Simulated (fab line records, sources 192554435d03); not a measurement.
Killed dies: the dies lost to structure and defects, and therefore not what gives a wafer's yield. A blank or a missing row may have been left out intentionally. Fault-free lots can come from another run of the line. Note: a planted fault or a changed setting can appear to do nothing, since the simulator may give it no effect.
fab line records | flow n5-finfet
record: lots: 6 wafers: 18 last-day: 17
route steps=1938 shown GATE_CUT@489 BEOL_M4@1111 PASSIVATION@1936
lots untouched by any fault: they come from a run of this same line in which no faults occurred
start-h: start of the lot's first displayed wafer, in hours after the record's first day | wait-h: hours from the lot's prior step to this one | " same as the row above | L1.1+2: a row that stands for several wafers | - value missing, or start not given | * or withheld: withheld | < > ~ a bound
route shown NAME@n: names a module that has steps shown in the file, with the first one's number in the route | usual: the fault-free wafers' mean and standard deviation | same: alike in all rows | chamber/n: place in a boat | sites: each site's reading | _std_site: standard deviation of those values | _edge_site: inner sites' mean taken away from outer sites' mean | radius-mm: for every site, how far away it sits from the centre of the wafer | mask NAME#n: copy n | behind: the most recent tool/chamber to have shaped the wafer | hold: reason for holding the lot/hours on hold/outcome of the hold | device: transistor that didn't switch, given as n, p or np | end of line: the route-end tests of the same wafers | where a step has no rows: the recipe by itself | killed: dies lost to structure and defects at the first sort, not the wafer's yield | map: a wafer's dies, x killed, . not, _ none there
set.NAME: the setting the step ran with; set.NAME@STEP: the setting that earlier step ran with | model.NAME: the simulator's own value behind a step, which no gauge read
lots seen at some steps along the route; tables by step, rows by wafer
services: the hour from which a tool's chamber was out of use, counted from the record's first day as start-h (under 0 if before that day), plus the number of hours and why
== steps ==
step: N5_GATE_CUT_INSPECT_15
recipe: mode: adi inspect-instrument: brightfield
usual: raw-defect-count: 139/41
columns lot.wafer tool chamber start-h wait-h raw-defect-count
L330.3 defect-inspect-01 - 137.03 0.0 176
L330.4 " - " " 213
L330.5 " - " " 279
L338.1 defect-inspect-02 - 188.47 0.1 86
L338.2 " - " " 139
L338.5 " - " " 117
L339.2 defect-inspect-01 - 191.48 0.0 86
L339.4 " - " " 76
L339.5 " - " " 78
L342.1 defect-inspect-01 - 212.87 0.1 211
L342.4 " - " " 152
L342.5 " - " " 109
L343.2 defect-inspect-01 - 219.52 0.0 129
L343.4 " - " " 124
L343.6 " - " " 95
L344.1 defect-inspect-02 - 223.58 0.1 187
L344.2 " - " " 205
L344.5 " - " " 152
step: N5_GATE_CUT_DESCUM_18
recipe: chemistry: O2 time-s: 7 source-power-w: 50 bias-power-w: 20 pressure-mtorr: 20 rf-frequency-hz: 2.712e+07 temp-c: 40 resist: CAR-EUV o2-flow-sccm: 225
usual: bias-power-w: 20.00/0.06 drypump-motor-current-A: 5.6/0.47 oes-product-au: 0.77/0.073 rf-vpp-V: 243.1/1.3 showerhead-plenum-p-Torr: 2.09/0.068 throttle-valve-pct: 20.45/0.24
same: time-s: 7
columns lot.wafer tool chamber start-h wait-h bias-power-w drypump-motor-current-A oes-product-au rf-hours-counter-h rf-vpp-V showerhead-plenum-p-Torr throttle-valve-pct
L330.3 rie-diel-03 3 137.06 0.0 20.06 5.1 0.85 78 244.5 2.11 20.27
L330.4 " 2 " " 19.94 4.8 0.70 242 241.9 2.06 20.25
L330.5 " 0 " " 20.07 5.3 0.71 - 244.1 2.17 20.42
L338.1 rie-diel-05 3 188.50 0.0 20.06 5.4 0.74 173 243.0 2.18 20.41
L338.2 " 2 " " 20.02 6.0 0.69 239 242.5 2.06 20.72
L338.5 " 2 " " 20.00 6.0 0.69 - 243.3 2.06 20.73
L339.2 rie-diel-06 0 191.54 0.1 20.00 5.5 0.76 153 241.2 2.01 20.67
L339.4 " 1 " " 20.02 5.3 0.87 64 243.4 2.12 20.48
L339.5 " 3 " " 20.05 6.7 0.87 - 242.5 2.13 20.14
L342.1 rie-diel-05 1 212.91 0.0 19.98 5.6 0.96 2 245.1 2.23 20.44
L342.4 " 3 " " 19.94 5.4 0.74 182 245.1 2.18 20.44
L342.5 " 1 " " 20.08 5.6 0.95 - 244.9 2.23 20.42
L343.2 rie-diel-06 0 219.63 0.1 19.84 5.5 0.76 162 240.8 2.01 20.66
L343.4 " 2 " " 20.04 5.7 0.74 151 241.4 2.01 20.81
L343.6 " 0 " " 19.94 5.4 0.75 - 242.5 2.01 20.68
L344.1 rie-diel-03 1 223.61 0.0 19.98 5.1 0.69 217 243.4 2.15 20.40
L344.2 " 2 " " 19.92 4.8 0.94 10 243.5 2.05 19.91
L344.5 " 2 " " 19.92 4.8 0.93 - 243.5 2.06 19.89
step: N5_GATE_CUT_ETCH_28
recipe: chemistry: N2/H2 target: underlayer target-depth-a: 130 mask-material: CAR-EUV time-s: 10.4 ion-energy-ev: 200 pressure-mtorr: 30 source-w: 840 bias-w: 150 n2-flow-sccm: 200 h2-flow-sccm: 200 ends: cleared
step: N5_GATE_CUT_ETCH_36
recipe: chemistry: CF4 target: SiARC target-depth-a: 130 mask-material: CAR-EUV time-s: 21.7 ion-energy-ev: 80 pressure-mtorr: 40 source-w: 545 bias-w: 36 Ar_flow_sccm: 100 cf4-flow-sccm: 100 ends: cleared
usual: drypump-motor-current-A: 5.6/0.48 etch-rf-on-time-s: 21.8/0.33 oes-product-au: 0.66/0.062 rf-vpp-V: 184.0/1.2 showerhead-plenum-p-Torr: 2.15/0.066 throttle-valve-pct: 15.67/0.22
columns lot.wafer tool chamber start-h wait-h drypump-motor-current-A etch-rf-on-time-s oes-product-au rf-hours-counter-h rf-vpp-V showerhead-plenum-p-Torr throttle-valve-pct
L330.3 rie-diel-03 3 137.12 0.0 5.1 21.5 0.73 78 184.4 2.17 15.45
L330.4 " 2 " " 4.8 21.7 0.61 242 183.5 2.11 15.52
L330.5 " 0 " " 5.3 21.6 0.62 - 185.9 2.21 15.59
L338.1 rie-diel-05 3 188.55 0.0 5.4 22.1 0.63 173 185.0 2.23 15.64
L338.2 " 2 " " 6.0 22.1 0.58 239 185.8 2.11 15.95
L338.5 " 2 " " 6.0 22.0 0.58 - 183.1 2.11 15.94
L339.2 rie-diel-06 0 191.59 0.0 5.5 21.6 0.65 153 183.5 2.06 15.83
L339.4 " 1 " " 5.3 21.6 0.75 64 184.3 2.18 15.63
L339.5 " 3 " " 6.8 21.6 0.75 - 185.1 2.18 15.38
L342.1 rie-diel-05 1 212.96 0.0 5.6 21.4 0.83 2 186.0 2.28 15.57
L342.4 " 3 " " 5.4 21.9 0.63 182 184.9 2.22 15.65
L342.5 " 1 " " 5.6 21.3 0.82 - 186.7 2.28 15.55
L343.2 rie-diel-06 0 219.68 0.0 5.5 21.4 0.64 162 182.4 2.06 15.85
L343.4 " 2 " " 5.7 21.9 0.63 151 181.8 2.06 16.00
L343.6 " 0 " " 5.5 21.3 0.64 - 183.5 2.06 15.84
L344.1 rie-diel-03 1 223.67 0.0 5.2 22.7 0.59 217 183.2 2.21 15.71
L344.2 " 2 " " 4.8 22.0 0.79 10 184.0 2.11 15.08
L344.5 " 2 " " 4.8 22.1 0.79 - 183.9 2.11 15.09
step: N5_GATE_CUT_ETCH_37
recipe: chemistry: N2/H2 target: SOC target-depth-a: 600 overetch-a: 120 mask-material: SiARC temp-c: 40 time-s: 90 ion-energy-ev: 200 pressure-mtorr: 30 source-w: 840 bias-w: 150 n2-flow-sccm: 200 h2-flow-sccm: 200
usual: drypump-motor-current-A: 5.6/0.48 h2-flow-sccm: 200.0/0.57 oes-product-au: 0.69/0.063 rf-vpp-V: 523.9/2.4 showerhead-plenum-p-Torr: 2.54/0.084 throttle-valve-pct: 17.86/0.28
same: time-s: 90
columns lot.wafer tool chamber start-h wait-h drypump-motor-current-A h2-flow-sccm oes-product-au rf-hours-counter-h rf-vpp-V showerhead-plenum-p-Torr throttle-valve-pct
L330.3 rie-diel-03 3 137.14 0.0 5.1 200.6 0.77 78 524.0 2.57 17.63
L330.4 " 2 " " 4.8 200.6 0.63 242 523.1 2.49 17.64
L330.5 " 0 " " 5.3 200.5 0.65 - 525.8 2.65 17.86
L338.1 rie-diel-05 3 188.58 0.0 5.4 199.7 0.66 173 526.4 2.64 17.72
L338.2 " 2 " " 6.0 199.4 0.62 239 524.8 2.50 18.26
L338.5 " 2 " " 6.0 200.1 0.62 - 523.3 2.50 18.24
L339.2 rie-diel-06 0 191.62 0.0 5.5 199.4 0.68 153 522.0 2.43 17.97
L339.4 " 1 " " 5.3 200.1 0.77 64 523.9 2.59 17.91
L339.5 " 3 " " 6.8 200.1 0.78 - 524.8 2.59 17.51
L342.1 rie-diel-05 1 212.99 0.0 5.6 200.9 0.85 2 527.4 2.71 17.82
L342.4 " 3 " " 5.4 199.4 0.65 182 526.3 2.64 17.75
L342.5 " 1 " " 5.6 200.0 0.85 - 528.3 2.71 17.81
L343.2 rie-diel-06 0 219.71 0.0 5.5 200.7 0.66 162 520.1 2.43 17.99
L343.4 " 2 " " 5.7 200.5 0.66 151 521.7 2.45 18.31
L343.6 " 0 " " 5.5 199.7 0.67 - 520.7 2.43 17.99
L344.1 rie-diel-03 1 223.69 0.0 5.2 199.8 0.64 217 526.0 2.62 17.89
L344.2 " 2 " " 4.8 199.0 0.84 10 522.7 2.49 17.24
L344.5 " 2 " " 4.8 199.5 0.84 - 522.4 2.49 17.22
step: N5_GATE_CUT_STRIP_38
recipe: chemistry: N2/H2 temp-c: 40 n2-flow-sccm: 200 h2-flow-sccm: 200 rf-frequency-hz: 6e+07
step: N5_GATE_CUT_STRIP_39
recipe: chemistry: N2/H2 temp-c: 40 n2-flow-sccm: 200 h2-flow-sccm: 200 rf-frequency-hz: 6e+07
step: N5_GATE_CUT_HM_OPEN_40
recipe: chemistry: C4F6/O2 target: SiO2 mask-material: SiARC target-depth-a: 1390 time-s: 85.1 ion-energy-ev: 250 pressure-mtorr: 30 source-w: 345 bias-w: 185 Ar_flow_sccm: 300 C4F6_flow_sccm: 10 O2_flow_sccm: 10 ends: cleared
step: N5_GATE_CUT_STRIP_41
recipe: chemistry: CF4 resist: SiARC power-w: 300 bias-power-w: 75 pressure-mtorr: 50 cf4-flow-sccm: 150 rf-frequency-hz: 6e+07
usual: bias-power-w: 75.03/0.23 drypump-motor-current-A: 5.6/0.47 oes-product-au: 0.178/0.017 rf-vpp-V: 271.1/1.5 showerhead-plenum-p-Torr: 1.80/0.054 throttle-valve-pct: 13.65/0.23
columns lot.wafer tool chamber start-h wait-h bias-power-w drypump-motor-current-A oes-product-au rf-hours-counter-h rf-vpp-V showerhead-plenum-p-Torr throttle-valve-pct
L330.3 rie-diel-03 3 137.29 0.0 75.12 5.1 0.204 78 271.8 1.81 13.41
L330.4 " 2 " " 75.34 4.8 0.161 242 270.6 1.77 13.54
L330.5 " 0 " " 74.91 5.3 0.168 - 274.8 1.86 13.61
L338.1 rie-diel-05 3 188.73 0.0 74.84 5.4 0.174 173 272.5 1.86 13.62
L338.2 " 2 " " 75.28 6.0 0.159 239 270.8 1.77 13.95
L338.5 " 2 " " 74.98 6.0 0.160 - 270.6 1.77 13.95
L339.2 rie-diel-06 0 191.76 0.0 75.35 5.5 0.173 153 270.9 1.72 13.77
L339.4 " 1 " " 75.36 5.3 0.203 64 270.3 1.83 13.59
L339.5 " 3 " " 75.17 6.7 0.210 - 271.1 1.82 13.32
L342.1 rie-diel-05 1 213.13 0.0 74.96 5.6 0.223 2 275.0 1.90 13.48
L342.4 " 3 " " 74.69 5.4 0.167 182 271.6 1.86 13.65
L342.5 " 1 " " 75.48 5.6 0.222 - 274.0 1.90 13.48
L343.2 rie-diel-06 0 219.86 0.0 74.94 5.4 0.174 162 269.4 1.72 13.78
L343.4 " 2 " " 75.18 5.7 0.178 151 270.5 1.73 13.97
L343.6 " 0 " " 74.48 5.5 0.178 - 268.4 1.72 13.79
L344.1 rie-diel-03 1 223.84 0.0 75.46 5.2 0.161 217 273.4 1.85 13.71
L344.2 " 2 " " 74.96 4.8 0.212 10 271.3 1.76 13.02
L344.5 " 2 " " 75.10 4.8 0.213 - 269.9 1.76 13.02
step: N5_GATE_CUT_STRIP_42
recipe: chemistry: O2 power-w: 400 temp-c: 40 pressure-mtorr: 30 rf-frequency-hz: 6e+07 bias-power-w: 0 overash-fraction: 0.3 o2-flow-sccm: 225
step: N5_GATE_CUT_ETCH_19
recipe: chemistry: CH3F/O2 target: SiNx mask-material: SiO2 target-depth-a: 537 time-s: 76.7 pressure-mtorr: 30 source-w: 395 bias-w: 73 Ar_flow_sccm: 150 CH3F_flow_sccm: 30 O2_flow_sccm: 20 ion-energy-ev: 120 ends: cleared
step: N5_GATE_CUT_CUT_ETCH_53
recipe: chemistry: SF6/Cl2 target: W mask-material: SiO2 target-depth-a: 792 pressure-mtorr: 8 icp-w: 900 bias-w: 80 SF6_flow_sccm: 40 Cl2_flow_sccm: 60 ends: cleared
usual: SF6_flow_sccm: 39.99/0.13 drypump-motor-current-A: 6.0/0.45 etch-rf-on-time-s: 26.1/0.34 oes-product-au: 0.71/0.084 throttle-valve-pct: 28.92/0.17
columns lot.wafer tool chamber start-h wait-h SF6_flow_sccm drypump-motor-current-A etch-rf-on-time-s oes-product-au rf-hours-counter-h throttle-valve-pct
L330.3 rie-metal-03 0 137.50 0.1 39.86 6.2 26.3 0.70 - 28.83
L330.4 " 0 " " 39.84 6.2 26.4 0.70 - 28.83
L330.5 " 0 " " 39.85 6.2 26.6 0.70 - 28.80
L338.1 rie-metal-03 1 188.89 0.1 39.99 5.3 25.7 0.85 5 29.01
L338.2 " 0 " " 40.17 6.2 26.1 0.69 41 28.83
L338.5 " 0 " " 39.87 6.2 26.5 0.69 - 28.85
L339.2 rie-metal-03 0 191.93 0.1 40.00 6.2 26.5 0.69 41 28.82
L339.4 " 1 " " 39.98 5.3 25.8 0.85 - 29.00
L339.5 " 1 " " 39.96 5.3 25.8 0.86 - 29.01
L342.1 rie-metal-02 0 213.30 0.1 40.22 6.6 26.2 0.72 39 29.05
L342.4 " 0 " " 40.10 6.6 26.0 0.73 - 29.04
L342.5 " 1 " " 40.03 6.5 25.5 0.73 - 28.66
L343.2 rie-metal-01 1 220.02 0.1 40.20 5.6 26.3 0.72 33 28.90
L343.4 " 0 " " 40.07 6.1 26.2 0.59 - 28.99
L343.6 " 1 " " 40.13 5.6 26.4 0.72 - 28.92
L344.1 rie-metal-01 0 224.01 0.1 40.06 6.0 26.0 0.59 100 29.02
L344.2 " 1 " " 40.01 5.6 26.1 0.72 34 28.91
L344.5 " 1 " " 39.97 5.6 26.2 0.72 - 28.92
step: N5_GATE_CUT_CUT_ETCH_54
recipe: chemistry: Cl2/BCl3 target: TiN mask-material: SiO2 target-depth-a: 967 pressure-mtorr: 10 icp-w: 1000 bias-w: 126 Cl2_flow_sccm: 53.25 bcl3-flow-sccm: 21.75 Ar_flow_sccm: 25 ends: cleared
usual: drypump-motor-current-A: 6.0/0.45 etch-rf-on-time-s: 36.4/0.47 oes_ar_750_au: 0.78/0.089 oes-product-au: 0.71/0.084 throttle-valve-pct: 22.27/0.2
columns lot.wafer tool chamber start-h wait-h drypump-motor-current-A etch-rf-on-time-s oes_ar_750_au oes-product-au rf-hours-counter-h throttle-valve-pct
L330.3 rie-metal-03 0 137.62 0.1 6.2 36.6 0.78 0.71 - 22.16
L330.4 " 0 " " 6.2 36.6 0.79 0.71 - 22.18
L330.5 " 0 " " 6.2 36.9 0.79 0.71 - 22.16
L338.1 rie-metal-03 1 188.95 0.0 5.3 35.9 0.94 0.85 5 22.36
L338.2 " 0 " " 6.2 36.6 0.77 0.70 41 22.17
L338.5 " 0 " " 6.2 26.8 0.76 0.84 - 21.98
L339.2 rie-metal-03 0 191.99 0.0 6.2 36.7 0.77 0.69 41 22.18
L339.4 " 1 " " 5.3 26.5 0.93 1.03 - 22.14
L339.5 " 1 " " 5.3 26.4 0.94 1.03 - 22.14
L342.1 rie-metal-02 0 213.36 0.0 6.6 36.4 0.80 0.72 39 22.46
L342.4 " 0 " " 6.6 36.5 0.80 0.73 - 22.45
L342.5 " 1 " " 6.5 35.6 0.80 0.73 - 21.92
L343.2 rie-metal-01 1 220.08 0.0 5.6 35.7 0.78 0.73 33 22.23
L343.4 " 0 " " 6.0 35.9 0.66 0.59 - 22.44
L343.6 " 1 " " 5.6 36.3 0.79 0.73 - 22.22
L344.1 rie-metal-01 0 224.07 0.0 6.0 37.1 0.66 0.58 100 22.45
L344.2 " 1 " " 5.6 37.0 0.78 0.71 34 22.26
L344.5 " 1 " " 5.6 36.7 0.78 0.72 - 22.25
step: N5_GATE_CUT_CUT_ETCH_55
recipe: chemistry: BCl3 target: HfO2 mask-material: SiO2 target-depth-a: 32 ion-energy-ev: 30 pressure-mtorr: 5 icp-w: 450 bias-w: 18 bcl3-flow-sccm: 80
step: N5_BEOL_M4_RC_MEAS_101
usual: DIBL_N: 36.4/1.5 DIBL_P: 36.4/1.6 IOFF_N: 0.164/0.025 IOFF_P: 0.214/0.028 ION_N: 675/9.9 ION_P: 463/6.5 SS_N: 71.5/0.5 SS_P: 73.3/0.56 VT_N: 249.2/2.7 VT_P: -250.1/2.8
columns lot.wafer tool chamber start-h wait-h DIBL_N[mV/V] DIBL_P[mV/V] IOFF_N[nA/um] IOFF_P[nA/um] ION_N[uA/um] ION_P[uA/um] SS_N[mV/dec] SS_P[mV/dec] VT_N[mV] VT_P[mV]
L330.3 prober-01 0 217.04 0.7 39.7 37.6 0.209 0.271 684 466 71.9 73.5 245.3 -248.5
L330.4 " 0 " " 38.3 35.7 0.169 0.232 668 461 71.8 73.3 249.4 -246.0
L330.5 " 0 " " 38.1 35.4 0.169 0.235 669 465 72.3 73.1 248.2 -247.4
L338.1 prober-01 0 272.10 0.0 37.8 38.1 0.212 0.231 678 459 72.9 74.0 246.6 -248.4
L338.2 " 0 " " 36.8 37.4 0.203 0.221 691 466 71.4 73.9 245.9 -249.4
L338.5 " 0 " " 37.0 37.6 0.202 0.234 701 473 71.6 73.8 242.3 -246.5
L339.2 prober-02 0 276.93 0.2 37.1 37.2 0.163 0.237 665 459 72.0 73.6 247.4 -248.3
L339.4 " 0 " " 35.5 34.9 0.144 0.205 674 461 71.7 73.4 250.9 -248.5
L339.5 " 0 " " 38.8 38.8 0.211 0.275 687 469 71.7 74.8 244.4 -245.7
L342.1 prober-02 0 291.48 0.0 35.6 35.2 0.155 0.181 667 458 72.2 73.3 249.0 -252.2
L342.4 " 0 " " 35.3 35.7 0.161 0.185 686 469 71.6 72.5 249.0 -252.1
L342.5 " 0 " " 33.9 32.8 0.131 0.148 667 453 71.3 72.8 250.3 -256.1
L344.1 prober-02 0 303.08 0.0 37.1 35.9 0.165 0.203 675 460 71.3 73.4 249.8 -249.2
L344.2 " 0 " " 38.6 37.3 0.201 0.237 685 466 71.6 74.3 247.9 -247.4
L344.5 " 0 " " 36.7 35.5 0.166 0.198 673 454 71.4 73.5 246.7 -250.3
L343.2 prober-02 0 304.17 0.8 37.1 37.6 0.163 0.228 663 461 71.3 73.1 248.3 -248.4
L343.4 " 0 " " 37.7 39.5 0.195 0.269 686 470 71.9 74.1 247.5 -247.2
L343.6 " 0 " " 34.9 35.4 0.131 0.190 678 465 71.3 72.3 251.5 -250.0
step: N5_PASSIVATION_PROBE_49
usual: defect-limited-yield: 91.1/1.4 killed_at_M0_to_M3: 35/8.7 killed_at_M4_up: 14/5.3 killed-at-contacts: 12/6.2 killed-at-front-end: 41/12 killed-at-other: 3.4/2.6 killed-dies: 105/16 killed-open: 67/13 killed-short: 36/7.3 sort_bin_5_function: 5.2/0.96 sort_bin_6_memory: 3.3/0.6 sort-n-pass: 1075/16 sort-yield-pct: 91.1/1.4
same: gross-dies: 1180 killed-at-back-side: 0 sort_bin_4_leakage[%]: 0 sort_bin_8_speed[%]: 0
columns lot.wafer tool chamber start-h wait-h defect-limited-yield[%] killed_at_M0_to_M3 killed_at_M4_up killed-at-contacts killed-at-front-end killed-at-other killed-dies killed-open killed-short sort_bin_5_function[%] sort_bin_6_memory[%] sort-n-pass sort-yield-pct[%]
L330.3 prober-02 - 318.02 0.1 89.6 41 25 15 39 3 123 80 40 6.3 4.1 1057 89.6
L330.4 prober-02 - 318.07 0.2 91.4 43 12 8 38 0 101 66 34 5.1 3.2 1079 91.4
L330.5 prober-02 - 318.12 0.2 91.5 29 21 9 38 3 100 69 28 4.7 3.3 1080 91.5
L339.2 prober-02 - 385.53 0.1 88.7 34 15 20 63 1 133 85 48 6.5 4.1 1047 88.7
L339.4 prober-02 - 385.63 0.2 90.3 44 9 9 42 11 115 79 31 5.1 4.2 1065 90.3
L339.5 prober-02 - 385.68 0.2 92.3 22 13 8 40 8 91 49 41 4.1 2.9 1089 92.3
L343.2 prober-02 - 413.65 0.1 92.3 27 10 14 38 2 91 49 41 4.1 3.2 1089 92.3
L343.4 prober-02 - 413.75 0.2 92.2 47 12 8 22 3 92 58 34 4.2 3.5 1088 92.2
L343.6 prober-02 - 413.85 0.3 93.6 34 10 6 25 1 76 50 26 4.1 2.2 1104 93.6
killed by level:class
L330.3 BEOL_M3:geometric-particle:open=12 BEOL_M4:geometric-particle:open=11 MOL_CONTACT_COAG:geometric-particle:open=10 BEOL_M2:geometric-particle:open=7 FIN_SAQP:geometric-particle:short=6 GATE_CUT:geometric-particle:short=6 GATE_CUT:geometric-particle:open=6 BEOL_M0_SAQP:geometric-particle:open=6
L330.4 BEOL_M0_SAQP:geometric-particle:short=13 BEOL_M0_SAQP:geometric-particle:open=10 BEOL_M3:geometric-particle:open=9 MOL_CONTACT_COAG:geometric-particle:open=8 GATE_CUT:geometric-particle:short=6 GATE_CUT:geometric-particle:open=6 BEOL_M1:geometric-particle:open=6 FIN_SAQP:geometric-particle:short=5
L330.5 FIN_SAQP:geometric-particle:open=10 STI_FIN_REVEAL:geometric-particle:open=10 BEOL_M2:geometric-particle:open=8 MOL_CONTACT_COAG:geometric-particle:open=7 BEOL_M4:geometric-particle:open=7 FIN_SAQP:geometric-particle:short=5 BEOL_M5:geometric-particle:open=5 BEOL_M0_SAQP:geometric-particle:open=4
L339.2 FIN_SAQP:geometric-particle:short=17 MOL_CONTACT_COAG:geometric-particle:open=17 FIN_SAQP:geometric-particle:open=15 BEOL_M0_SAQP:geometric-particle:short=14 STI_FIN_REVEAL:geometric-particle:open=10 BEOL_M0_SAQP:geometric-particle:open=8 BEOL_M4:geometric-particle:open=7 BEOL_M5:geometric-particle:open=7
L339.4 FIN_SAQP:geometric-particle:short=11 FIN_SAQP:geometric-particle:open=10 BEOL_M3:geometric-particle:open=10 MOL_CONTACT_COAG:geometric-particle:open=9 BEOL_M2:geometric-particle:open=9 STI_FIN_REVEAL:geometric-particle:open=7 BEOL_M0_SAQP:geometric-particle:open=7 BEOL_M0_SAQP:geometric-particle:short=6
L339.5 FIN_SAQP:geometric-particle:short=16 STI_FIN_REVEAL:geometric-particle:open=9 BEOL_M0_SAQP:geometric-particle:open=8 MOL_CONTACT_COAG:geometric-particle:open=6 BEOL_M0_SAQP:geometric-particle:short=6 FIN_SAQP:geometric-particle:open=5 BEOL_M5:geometric-particle:open=5 STARTING-WAFER:geometric-particle:short=4
L343.2 MOL_CONTACT_COAG:geometric-particle:open=9 STARTING-WAFER:geometric-particle:short=9 BEOL_M0_SAQP:geometric-particle:short=7 BEOL_M1:geometric-particle:open=6 FIN_SAQP:geometric-particle:open=5 DUMMY_GATE:geometric-particle:open=5 MOL_CONTACT_COAG:geometric-particle:short=5 BEOL_M0_SAQP:geometric-particle:open=5
L343.4 BEOL_M0_SAQP:geometric-particle:short=17 BEOL_M0_SAQP:geometric-particle:open=14 MOL_CONTACT_COAG:geometric-particle:open=7 BEOL_M1:geometric-particle:open=6 STARTING-WAFER:geometric-particle:open=6 DUMMY_GATE:geometric-particle:open=5 BEOL_M4:geometric-particle:short=4 BEOL_M3:geometric-particle:open=3
L343.6 BEOL_M0_SAQP:geometric-particle:short=11 BEOL_M0_SAQP:geometric-particle:open=9 STI_FIN_REVEAL:geometric-particle:open=8 MOL_CONTACT_COAG:geometric-particle:open=6 BEOL_M1:geometric-particle:open=6 FIN_SAQP:geometric-particle:open=4 DUMMY_GATE:geometric-particle:open=4 BEOL_M3:geometric-particle:open=4
== services ==
columns tool chamber start-h hours kind
rie-metal-03 1 121.91 - clean
rie-metal-03 1 121.91 17.2 scheduled-down
rie-metal-02 0 123.42 13.7 repair
rie-metal-02 - 128.87 2.8 pm
rie-metal-02 - 132.12 2.2 repair
rie-metal-01 0 139.66 5.8 repair
rie-metal-01 0 145.57 27.8 repair
rie-metal-01 - 151.98 1.0 repair
rie-diel-06 3 158.92 1.5 repair
rie-diel-03 2 161.17 - clean
rie-diel-03 2 161.17 - consumable-replace:focus-ring
rie-diel-03 2 161.17 17.2 scheduled-down
rie-diel-03 2 161.17 17.2 vent-cycle
rie-diel-05 1 189.36 - clean
rie-diel-05 1 189.36 - consumable-replace:focus-ring
rie-diel-05 1 189.36 - consumable-replace:showerhead
rie-diel-05 1 189.36 17.0 scheduled-down
rie-diel-05 1 189.36 17.0 vent-cycle
rie-diel-03 2 208.36 12.5 repair
rie-diel-03 3 217.87 22.0 repair
rie-diel-05 2 219.60 - clean
rie-diel-05 2 219.60 - consumable-replace:focus-ring
rie-diel-05 2 219.60 16.4 scheduled-down
rie-diel-05 2 219.60 16.4 vent-cycle
== key ==
first-sign: step: N5_GATE_CUT_CUT_ETCH_54 reading: etch-rf-on-time-s direction: down sigmas: 21 usual: * struck: *
effect: step: N5_GATE_CUT_CUT_ETCH_54 reading: oes-product-au direction: up sigmas: 3.1 usual: 0.71 struck: 0.97 wafers-moved: 2
met-at N5_GATE_CUT_CUT_ETCH_54
struck-wafers L338.5,L339.4,L339.5
onset-between 137.62 188.95
fault: kind: process-parameter-drift tool: rie-metal-03 chamber: - onset-h: 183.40 steps: N5_GATE_CUT_CUT_ETCH_54 channel: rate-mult offset: 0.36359 shape: step end-h: 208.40 scope: struck-wafers-only
